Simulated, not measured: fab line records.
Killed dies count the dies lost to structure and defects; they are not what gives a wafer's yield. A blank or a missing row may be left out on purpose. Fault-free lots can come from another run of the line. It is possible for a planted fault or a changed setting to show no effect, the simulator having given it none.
fab line records	flow n5-finfet
record: lots: 10	wafers: 28	last-day: 17
route steps=1938 shown BEOL_M4@1111 BEOL_M6@1242 BEOL_M7@1263 PASSIVATION@1936
lots that met no fault: taken from a fault-free run of the same line
start-h: the number of hours between the record's first day and the start of the first shown wafer of the lot	wait-h: hours from the lot's prior step to this one	" unchanged from the row above	L1.1+2: one row covering several wafers at once	- either no value or no given start	* or withheld: withheld	< > ~ a bound
route shown NAME@n: NAME is a module with steps in the file, n the number in the route of the first one	usual: mean/standard deviation taken from wafers without a fault	same: alike in all rows	chamber/n: place in a boat	sites: per-site readings	_std_site: the values' standard deviation	_edge_site: the outer-site mean with the inner-site mean subtracted	radius-mm: how far each site lies from the wafer's centre	mask NAME#n: copy n	behind: the most recent tool/chamber to have shaped the wafer	hold: reason for holding the lot/hours on hold/outcome of the hold	device: the transistor (n, p or np) that didn't switch	end of line: the tests these same wafers got at the end of their route	a step with no rows: only its recipe	killed: dies lost to structure and defects at the first sort, not the wafer's yield	map: a wafer's dies, x killed, . not, _ none there
set.NAME: the run value of the setting; set.NAME@STEP: its run value at that earlier step	model.NAME: the simulator's own value behind a step, which no gauge read
steps of the route over a sample of lots; a table a step, a row a wafer
services: when a tool's chamber went out of use (start-h, in hours from the record's first day, below 0 if earlier), for how many hours, and the reason
== steps ==
step: N5_BEOL_M4_RC_MEAS_101
usual: DIBL_N: 37.3/2.3	DIBL_P: 37.4/2.9	IOFF_N: 0.18/0.045	IOFF_P: 0.25/0.054	ION_N: 679/15	ION_P: 468/9.7	SS_N: 71.8/0.62	SS_P: 73.6/0.76	VT_N: 248/4.1	VT_P: -248/3.6
lot.wafer	tool	chamber	start-h	wait-h	DIBL_N[mV/V]	DIBL_P[mV/V]	IOFF_N[nA/um]	IOFF_P[nA/um]	ION_N[uA/um]	ION_P[uA/um]	SS_N[mV/dec]	SS_P[mV/dec]	VT_N[mV]	VT_P[mV]
L902.1	prober-01	0	182.56	0.0	36.8	37.7	0.16	0.26	687	483	72.0	74.3	247	-246
L902.4	"	0	"	"	36.2	35.5	0.14	0.24	669	466	71.4	73.4	251	-245
L902.5	"	0	"	"	37.5	37.9	0.17	0.28	689	482	71.9	73.8	246	-246
L904.2	prober-01	0	189.22	0.2	37.0	38.6	0.17	0.24	697	480	71.6	72.8	247	-249
L904.3	"	0	"	"	32.8	32.4	0.09	0.14	651	450	71.4	71.4	259	-254
L904.6	"	0	"	"	34.7	35.2	0.12	0.18	666	459	71.6	72.1	253	-249
L909.3	prober-02	0	216.15	0.3	40.4	39.5	0.25	0.31	708	483	72.6	74.4	242	-243
L909.6	"	0	"	"	38.9	38.0	0.20	0.27	701	481	72.2	73.5	245	-245
L912.1	prober-02	0	236.47	0.0	38.0	39.3	0.22	0.24	696	471	71.9	73.7	245	-251
L912.3	"	0	"	"	39.6	40.5	0.21	0.26	678	456	72.7	75.0	249	-251
L913.2	prober-02	0	242.59	0.2	39.9	41.3	0.23	0.32	704	487	72.3	74.4	243	-244
L913.3	"	0	"	"	41.4	42.9	0.26	0.39	688	475	72.9	74.6	241	-241
L913.6	"	0	"	"	40.8	42.1	0.24	0.35	692	484	71.7	74.7	241	-241
L916.1	prober-01	0	262.31	0.0	41.3	41.0	0.29	0.34	697	476	71.5	74.8	239	-244
L916.3	"	0	"	"	36.2	35.4	0.17	0.23	689	479	71.1	73.6	246	-246
L916.5	"	0	"	"	35.9	33.3	0.14	0.19	667	455	71.7	72.6	251	-250
L917.4	prober-02	0	269.11	0.5	33.5	34.4	0.14	0.20	669	463	70.6	73.1	251	-249
L917.5	"	0	"	"	32.0	33.1	0.13	0.19	679	468	70.6	72.6	249	-250
L917.6	"	0	"	"	35.5	35.0	0.16	0.21	652	450	71.8	73.5	251	-253
L921.1	prober-01	0	292.03	0.0	38.4	38.8	0.19	0.27	677	475	71.7	73.7	246	-244
L921.4	"	0	"	"	36.2	35.8	0.15	0.22	662	462	71.6	72.5	252	-245
L921.5	"	0	"	"	38.8	39.9	0.20	0.29	677	469	72.2	73.6	248	-245
L922.2	prober-02	0	295.89	0.2	40.7	41.8	0.23	0.30	679	467	72.8	73.9	244	-248
L922.5	"	0	"	"	35.8	35.6	0.14	0.20	662	462	71.7	73.1	252	-252
L922.6	"	0	"	"	39.5	41.2	0.22	0.28	677	464	73.2	74.6	246	-249
L923.2	prober-01	0	300.67	0.2	38.2	37.6	0.17	0.22	663	455	72.4	73.6	254	-252
L923.4	"	0	"	"	38.9	41.0	0.22	0.31	688	470	72.6	74.6	244	-246
L923.5	"	0	"	"	34.8	34.9	0.12	0.19	654	460	71.5	73.9	257	-251
step: N5_BEOL_M6_OCD_MEAS_38
usual: trench-depth-nm: 94.1/2.2
lot.wafer	tool	chamber	start-h	wait-h	trench-depth-nm
L902.1	ocd-02	-	201.13	-	92.4
L902.4	"	-	"	"	96.6
L902.5	"	-	"	"	91.5
L904.2	ocd-02	-	205.70	-	96.8
L904.3	"	-	"	"	93.0
L904.6	"	-	"	"	97.2
L909.3	ocd-02	-	231.51	-	97.7
L909.6	"	-	"	"	91.1
L912.1	ocd-02	-	256.69	-	92.1
L912.3	"	-	"	"	93.2
L913.2	ocd-02	-	260.54	-	96.1
L913.3	"	-	"	"	94.1
L913.6	"	-	"	"	96.6
L916.1	ocd-01	-	286.22	-	95.6
L916.3	"	-	"	"	91.8
L916.5	"	-	"	"	96.3
L917.4	ocd-02	-	288.87	-	91.2
L917.5	"	-	"	"	96.1
L917.6	"	-	"	"	96.6
L921.1	ocd-02	-	313.78	-	96.1
L921.4	"	-	"	"	94.5
L921.5	"	-	"	"	93.9
L922.2	ocd-01	-	316.61	-	95.0
L922.5	"	-	"	"	95.3
L922.6	"	-	"	"	95.3
L923.2	ocd-02	-	318.91	-	96.4
L923.4	"	-	"	"	96.3
L923.5	"	-	"	"	96.6
step: N5_BEOL_M6_THK_MEAS_53
recipe: thk-meas-gauge: xrf	reads: Cu_of_BEOL_M6_ECD_50
usual: M6_THK: 80.4/2.6
lot.wafer	tool	chamber	start-h	wait-h	M6_THK[nm]
L902.1	film-metro-01	-	203.97	-	77.2
L902.4	"	-	"	"	81.7
L902.5	"	-	"	"	76.3
L904.2	film-metro-02	-	208.55	-	82.1
L904.3	"	-	"	"	81.0
L904.6	"	-	"	"	80.9
L909.3	film-metro-02	-	234.25	-	84.5
L909.6	"	-	"	"	78.7
L912.1	film-metro-01	-	260.72	-	79.3
L912.3	"	-	"	"	80.5
L913.2	film-metro-02	-	263.84	-	82.6
L913.3	"	-	"	"	80.7
L913.6	"	-	"	"	83.6
L916.1	film-metro-02	-	289.07	-	82.0
L916.3	"	-	"	"	77.8
L916.5	"	-	"	"	83.1
L917.4	film-metro-02	-	292.30	-	79.0
L917.5	"	-	"	"	83.5
L917.6	"	-	"	"	82.0
L921.1	film-metro-02	-	317.05	-	82.6
L921.4	"	-	"	"	80.3
L921.5	"	-	"	"	80.2
L922.2	film-metro-01	-	319.90	-	81.0
L922.5	"	-	"	"	81.6
L922.6	"	-	"	"	81.6
L923.2	film-metro-01	-	321.50	-	84.3
L923.4	"	-	"	"	82.8
L923.5	"	-	"	"	81.9
step: N5_BEOL_M6_DEP_56
recipe: material: SiCN	target-thk-a: 100	temp-c: withheld	precursor: 3MS/NH3	pressure-torr: 3	rf-w: 202	time-s: 17.5
usual: rf-fwd-power-W: 199.6/0.67	showerhead-plenum-p-Torr: 3.667/0.021	throttle-valve-pct: 9.1/0.81
lot.wafer	tool	chamber	start-h	wait-h	rf-fwd-power-W	showerhead-plenum-p-Torr	throttle-valve-pct
L902.1	pecvd-02	2	204.03	0.0	199.3	3.631	8.7
L902.4	"	1	"	"	199.7	3.684	10.2
L902.5	"	0	"	"	198.5	3.670	8.6
L904.2	pecvd-02	1	208.61	0.0	199.8	3.689	10.6
L904.3	"	2	"	"	199.0	3.641	8.4
L904.6	"	2	"	"	199.8	3.662	8.4
L909.3	pecvd-02	1	234.32	0.0	199.0	3.697	10.3
L909.6	"	2	"	"	199.2	3.647	8.6
L912.1	pecvd-02	2	260.78	0.0	199.3	3.638	8.7
L912.3	"	1	"	"	199.4	3.698	10.3
L913.2	pecvd-02	0	263.90	0.0	199.3	3.668	8.5
L913.3	"	1	"	"	198.8	3.693	10.5
L913.6	"	1	"	"	199.0	3.700	10.3
L916.1	pecvd-01	2	289.14	0.0	199.8	3.644	8.4
L916.3	"	0	"	"	199.7	3.693	9.2
L916.5	"	2	"	"	200.0	3.636	8.0
L917.4	pecvd-02	1	292.38	0.0	199.3	3.692	10.3
L917.5	"	0	"	"	198.7	3.667	8.5
L917.6	"	2	"	"	199.2	3.647	8.5
L921.1	pecvd-01	0	317.11	0.0	199.8	3.693	8.9
L921.4	"	0	"	"	198.9	3.696	8.8
L921.5	"	2	"	"	198.4	3.635	7.9
L922.2	pecvd-02	1	319.97	0.0	199.9	3.688	10.3
L922.5	"	0	"	"	199.5	3.677	8.7
L922.6	"	1	"	"	200.1	3.693	10.0
L923.2	pecvd-02	2	321.56	0.0	199.4	3.651	8.5
L923.4	"	0	"	"	199.6	3.669	8.4
L923.5	"	2	"	"	199.0	3.647	8.8
step: N5_BEOL_M7_ILD_DEP_00
recipe: material: SiCOH_lowk	target-thk-a: 1797.5	temp-c: 300	precursor: DEMS/porogen	pressure-torr: 5	rf-w: 500	time-s: 33.4
usual: heater-power-w: 263/36	rf-fwd-power-W: 495.0/1.7	showerhead-plenum-p-Torr: 5.739/0.021	throttle-valve-pct: 13.8/1.2
lot.wafer	tool	chamber	start-h	wait-h	heater-power-w	rf-fwd-power-W	showerhead-plenum-p-Torr	throttle-valve-pct
L902.1	pecvd-03	2	204.16	0.0	239	495.2	5.730	12.5
L902.4	"	1	"	"	283	496.2	5.709	12.4
L902.5	"	2	"	"	249	494.0	5.715	12.6
L904.2	pecvd-04	0	208.74	0.0	300	492.2	5.730	13.1
L904.3	"	2	"	"	211	497.9	5.737	13.8
L904.6	"	2	"	"	218	496.8	5.753	13.7
L909.3	pecvd-04	2	234.47	0.1	245	495.0	5.738	14.2
L909.6	"	2	"	"	242	494.7	5.755	13.9
L912.1	pecvd-04	1	260.92	0.0	303	496.1	5.748	13.9
L912.3	"	0	"	"	291	496.2	5.731	13.1
L913.2	pecvd-03	0	264.03	0.0	236	494.2	5.761	15.6
L913.3	"	2	"	"	253	493.9	5.715	12.8
L913.6	"	0	"	"	179	494.6	5.756	16.0
L916.1	pecvd-02	0	289.27	0.0	288	491.4	5.750	13.0
L916.3	"	1	"	"	258	492.6	5.777	15.8
L916.5	"	0	"	"	293	494.5	5.731	13.0
L917.4	pecvd-03	1	292.51	0.1	286	497.6	5.704	12.8
L917.5	"	0	"	"	217	493.9	5.773	15.4
L917.6	"	2	"	"	251	494.5	5.733	13.1
L921.1	pecvd-03	1	317.24	0.0	320	496.4	5.710	12.8
L921.4	"	1	"	"	244	496.2	5.703	13.0
L921.5	"	2	"	"	254	498.3	5.723	13.2
L922.2	pecvd-03	1	320.10	0.0	292	494.7	5.708	12.5
L922.5	"	1	"	"	309	497.1	5.729	12.5
L922.6	"	0	"	"	191	493.2	5.773	15.7
L923.2	pecvd-03	1	321.69	0.0	273	496.2	5.711	13.1
L923.4	"	0	"	"	239	495.4	5.771	15.5
L923.5	"	1	"	"	277	494.6	5.719	12.7
step: N5_BEOL_M7_THK_MEAS_01
recipe: reads: SiCOH_lowk_of_BEOL_M7_ILD_DEP_00
usual: M7_ILD_THK: 155.7/2.2
lot.wafer	tool	chamber	start-h	wait-h	M7_ILD_THK[nm]
L902.1	film-metro-02	-	204.74	0.4	154.2
L902.4	"	-	"	"	156.2
L902.5	"	-	"	"	156.3
L904.2	film-metro-01	-	209.32	0.4	153.8
L904.3	"	-	"	"	154.3
L904.6	"	-	"	"	157.0
L909.3	film-metro-02	-	235.44	0.3	221.6
L909.6	"	-	"	"	153.5
L912.1	film-metro-02	-	262.95	1.6	155.3
L912.3	"	-	"	"	222.8
L913.2	film-metro-01	-	264.83	0.4	155.1
L913.3	"	-	"	"	155.9
L913.6	"	-	"	"	159.5
L916.1	film-metro-01	-	289.88	0.4	154.4
L916.3	"	-	"	"	155.4
L916.5	"	-	"	"	153.3
L917.4	film-metro-02	-	293.55	0.4	156.6
L917.5	"	-	"	"	159.8
L917.6	"	-	"	"	156.4
L921.1	film-metro-01	-	318.55	0.8	157.2
L921.4	"	-	"	"	156.2
L921.5	"	-	"	"	157.2
L922.2	film-metro-01	-	321.16	0.7	152.5
L922.5	"	-	"	"	157.8
L922.6	"	-	"	"	158.1
L923.2	film-metro-01	-	322.27	0.4	153.9
L923.4	"	-	"	"	157.9
L923.5	"	-	"	"	155.9
step: N5_PASSIVATION_PROBE_49
usual: defect-limited-yield: 91.3/1.5	killed_at_M0_to_M3: 35/8.7	killed_at_M4_up: 14/5.5	killed-at-contacts: 11/5.6	killed-at-front-end: 39/13	killed-at-other: 3.7/2.2	killed-dies: 103/18	killed-on-rim: 14/4.4	killed-open: 69/14	killed-short: 33/7.8	sort_bin_4_leakage: 0.02/0.15	sort_bin_5_function: 5.1/0.99	sort_bin_6_memory: 3.3/0.67	sort_bin_8_speed: 0.02/0.17	sort-n-pass: 1077/18	sort-yield-pct: 91.2/1.5
same: gross-dies: 1180	killed-at-back-side: 0
lot.wafer	tool	chamber	start-h	wait-h	defect-limited-yield[%]	killed_at_M0_to_M3	killed_at_M4_up	killed-at-contacts	killed-at-front-end	killed-at-other	killed-dies	killed-on-rim	killed-open	killed-short	sort_bin_4_leakage[%]	sort_bin_5_function[%]	sort_bin_6_memory[%]	sort_bin_8_speed[%]	sort-n-pass	sort-yield-pct[%]
L909.3	prober-01	-	312.96	0.1	0	28	1101	25	21	5	1180	152	70	35	0	96.7	3.1	0	0	0
L909.6	prober-01	-	313.11	0.3	92.5	27	11	21	29	0	88	6	63	25	0	4.3	3.0	0	1092	92.5
L912.1	prober-02	-	350.42	0.0	94.1	31	7	13	18	1	70	7	46	24	0	3.8	1.9	0	1110	94.1
L912.3	prober-02	-	350.52	0.1	0	49	1089	14	26	2	1180	152	80	32	0	96.2	3.6	0	0	0
L913.2	prober-02	-	356.11	0.1	88.7	29	28	18	56	2	133	20	106	27	0	6.2	4.8	0	1047	88.7
L913.3	prober-02	-	356.16	0.1	89.6	44	25	7	43	4	123	24	80	43	0.25	6.6	3.3	0	1054	89.3
L913.6	prober-02	-	356.31	0.3	89.7	34	24	13	47	4	122	18	88	34	0	6.0	3.8	0	1058	89.7
L916.1	prober-02	-	376.56	0.0	91.9	31	13	11	33	7	95	12	64	30	0	5.1	2.8	0.08	1085	91.9
L916.3	prober-02	-	376.66	0.1	90.6	25	20	18	45	3	111	18	76	35	0	6.2	3.2	0	1069	90.6
L916.5	prober-02	-	376.76	0.2	90.6	33	17	19	38	4	111	16	74	36	0	6.0	3.2	0	1069	90.6
L917.4	prober-01	-	377.76	0.2	90.8	44	15	16	30	3	108	16	66	41	0	5.8	2.9	0	1072	90.8
L917.5	prober-01	-	377.81	0.2	90.4	51	7	18	34	3	113	14	65	48	0	5.2	4.0	0	1067	90.4
L917.6	prober-01	-	377.86	0.3	91.9	35	21	10	25	5	96	13	63	32	0	4.8	3.0	0	1084	91.9
L921.1	prober-02	-	412.42	0.0	92.3	19	19	12	38	3	91	10	67	22	0	4.6	2.7	0	1089	92.3
L921.4	prober-02	-	412.57	0.2	91.5	32	12	12	40	4	100	7	69	29	0	4.9	3.1	0	1080	91.5
L921.5	prober-02	-	412.62	0.2	90.3	32	12	16	52	3	115	11	77	37	0	5.7	3.6	0	1065	90.3
killed by level:class
L909.3 BEOL_M7:area-etch=1075 MOL_CONTACT_COAG:geometric-particle:open=19 GATE_CUT:geometric-particle:short=8 BEOL_M1:geometric-particle:open=8 BEOL_M4:geometric-particle:open=8 MOL_CONTACT_COAG:geometric-particle:short=6 BEOL_M0_SAQP:geometric-particle:open=6 BEOL_M0_SAQP:geometric-particle:short=5
L909.6 MOL_CONTACT_COAG:geometric-particle:open=18 BEOL_M1:geometric-particle:open=11 FIN_SAQP:geometric-particle:short=5 DUMMY_GATE:geometric-particle:open=5 BEOL_M2:geometric-particle:open=5 STI_FIN_REVEAL:geometric-particle:open=4 GATE_CUT:geometric-particle:short=4 BEOL_M1:geometric-particle:short=4
L912.1 MOL_CONTACT_COAG:geometric-particle:open=12 BEOL_M0_SAQP:geometric-particle:short=7 BEOL_M1:geometric-particle:open=6 BEOL_M0:geometric-particle:open=5 BEOL_M3:geometric-particle:open=5 FIN_SAQP:geometric-particle:open=4 STI_FIN_REVEAL:geometric-particle:open=4 FIN_SAQP:geometric-particle:short=3
L912.3 BEOL_M7:area-etch=1067 BEOL_M4:geometric-particle:open=11 MOL_CONTACT_COAG:geometric-particle:open=10 FIN_SAQP:geometric-particle:open=9 BEOL_M0:geometric-particle:open=9 BEOL_M0_SAQP:geometric-particle:open=8 BEOL_M0_SAQP:geometric-particle:short=6 BEOL_M2:geometric-particle:open=6
L913.2 STI_FIN_REVEAL:geometric-particle:open=22 MOL_CONTACT_COAG:geometric-particle:open=16 BEOL_M4:geometric-particle:open=15 FIN_SAQP:geometric-particle:open=10 BEOL_M2:geometric-particle:open=10 BEOL_M3:geometric-particle:open=8 BEOL_M4:geometric-particle:short=7 FIN_SAQP:geometric-particle:short=5
L913.3 STI_FIN_REVEAL:geometric-particle:open=13 BEOL_M4:geometric-particle:open=12 BEOL_M1:geometric-particle:open=10 BEOL_M3:geometric-particle:open=10 BEOL_M0_SAQP:geometric-particle:short=8 FIN_SAQP:geometric-particle:open=7 BEOL_M0_SAQP:geometric-particle:open=7 FIN_SAQP:geometric-particle:short=6
L913.6 STI_FIN_REVEAL:geometric-particle:open=17 FIN_SAQP:geometric-particle:open=12 BEOL_M0_SAQP:geometric-particle:open=12 MOL_CONTACT_COAG:geometric-particle:open=11 BEOL_M4:geometric-particle:open=11 FIN_SAQP:geometric-particle:short=8 BEOL_M0_SAQP:geometric-particle:short=7 BEOL_M4:geometric-particle:short=6
L916.1 BEOL_M1:geometric-particle:open=11 FIN_SAQP:geometric-particle:open=9 MOL_CONTACT_COAG:geometric-particle:open=8 BEOL_M0_SAQP:geometric-particle:short=6 DUMMY_GATE:geometric-particle:open=5 BEOL_M0_SAQP:geometric-particle:open=4 BEOL_M2:geometric-particle:open=4 BEOL_M5:geometric-particle:open=3
L916.3 STI_FIN_REVEAL:geometric-particle:open=15 BEOL_M4:geometric-particle:open=13 MOL_CONTACT_COAG:geometric-particle:open=11 FIN_SAQP:geometric-particle:open=9 FIN_SAQP:geometric-particle:short=8 MOL_CONTACT_COAG:geometric-particle:short=7 BEOL_M0_SAQP:geometric-particle:open=6 BEOL_M1:geometric-particle:open=6
L916.5 MOL_CONTACT_COAG:geometric-particle:open=16 BEOL_M1:geometric-particle:open=11 FIN_SAQP:geometric-particle:short=8 DUMMY_GATE:geometric-particle:open=8 FIN_SAQP:geometric-particle:open=6 BEOL_M1:geometric-particle:short=6 BEOL_M4:geometric-particle:open=5 STI_FIN_REVEAL:geometric-particle:open=4
L917.4 MOL_CONTACT_COAG:geometric-particle:open=13 BEOL_M0_SAQP:geometric-particle:open=11 BEOL_M0_SAQP:geometric-particle:short=8 FIN_SAQP:geometric-particle:open=5 GATE_CUT:geometric-particle:short=5 BEOL_M1:geometric-particle:open=5 BEOL_M2:geometric-particle:short=5 BEOL_M4:geometric-particle:short=5
L917.5 BEOL_M0_SAQP:geometric-particle:short=17 MOL_CONTACT_COAG:geometric-particle:open=15 BEOL_M1:geometric-particle:open=9 GATE_CUT:geometric-particle:short=8 BEOL_M0_SAQP:geometric-particle:open=7 BEOL_M2:geometric-particle:open=7 STARTING-WAFER:geometric-particle:short=6 STARTING-WAFER:geometric-particle:open=4
L917.6 BEOL_M4:geometric-particle:open=16 BEOL_M0_SAQP:geometric-particle:short=9 MOL_CONTACT_COAG:geometric-particle:open=8 BEOL_M1:geometric-particle:open=7 BEOL_M0_SAQP:geometric-particle:open=6 STI_FIN_REVEAL:geometric-particle:open=5 GATE_CUT:geometric-particle:short=5 BEOL_M2:geometric-particle:open=4
L921.1 STI_FIN_REVEAL:geometric-particle:open=15 BEOL_M4:geometric-particle:open=13 MOL_CONTACT_COAG:geometric-particle:open=11 DUMMY_GATE:geometric-particle:open=9 BEOL_M1:geometric-particle:open=6 FIN_SAQP:geometric-particle:open=4 BEOL_M0_SAQP:geometric-particle:open=4 FIN_SAQP:geometric-particle:short=3
L921.4 MOL_CONTACT_COAG:geometric-particle:open=12 FIN_SAQP:geometric-particle:short=10 BEOL_M0_SAQP:geometric-particle:open=9 STI_FIN_REVEAL:geometric-particle:open=7 BEOL_M2:geometric-particle:open=7 DUMMY_GATE:geometric-particle:open=6 SPACER0:geometric-particle:open=6 BEOL_M0_SAQP:geometric-particle:short=6
L921.5 STI_FIN_REVEAL:geometric-particle:open=16 MOL_CONTACT_COAG:geometric-particle:open=16 BEOL_M3:geometric-particle:open=8 GATE_CUT:geometric-particle:open=5 BEOL_M2:geometric-particle:open=5 BEOL_M0_SAQP:geometric-particle:short=5 BEOL_M0_SAQP:geometric-particle:open=5 FIN_SAQP:geometric-particle:open=4
== services ==
tool	chamber	start-h	hours	kind
pecvd-03	-	182.50	5.7	repair
pecvd-04	1	186.97	5.1	repair
pecvd-01	0	193.17	7.0	repair
pecvd-01	2	202.38	-	clean
pecvd-01	2	202.38	-	consumable-replace:showerhead
pecvd-01	2	202.38	29.0	scheduled-down
pecvd-01	2	202.38	29.0	vent-cycle
pecvd-03	2	209.27	11.5	repair
pecvd-03	1	212.26	4.4	repair
pecvd-04	0	213.15	5.5	scheduled-down
pecvd-04	-	216.52	1.1	repair
pecvd-04	0	230.12	17.9	repair
pecvd-03	1	244.59	14.5	repair
pecvd-01	-	270.76	0.9	repair
pecvd-02	1	292.93	5.5	scheduled-down
pecvd-03	0	305.82	12.4	repair
pecvd-04	1	317.12	3.5	repair
== key ==
first-sign: step: N5_BEOL_M7_THK_MEAS_01	reading: M7_ILD_THK	direction: up	sigmas: 31	usual: 155.7	struck: 222.2
effect: step: N5_PASSIVATION_PROBE_49	reading: killed_at_M4_up	direction: up	sigmas: 99+	usual: 14	struck: 1095
more-kills-born-at: N5_BEOL_M7_ETCH_41@rie-diel-01: 1075	N5_BEOL_M7_ETCH_41@rie-diel-05: 1067
met-at N5_BEOL_M7_ILD_DEP_00
struck-lots L909,L912
struck-wafers L909.3,L912.3
later-rows-left-out L909.3,L912.3
not-acting-at N5_BEOL_M6_OCD_MEAS_38,N5_BEOL_M6_THK_MEAS_53,N5_BEOL_M6_DEP_56
onset-between 208.74 234.47
fault: kind: process-parameter-drift	tool: pecvd-04	chamber: -	onset-h: 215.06	steps: N5_BEOL_M7_ILD_DEP_00	channel: time-s	offset: *	shape: step	end-h: 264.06	scope: struck-wafers-only	acts-in: *	stated: *
later-rows-left-out: the simulator's readings of these wafers behind a module that went badly wrong aren't trusted and aren't shown, but for the sort
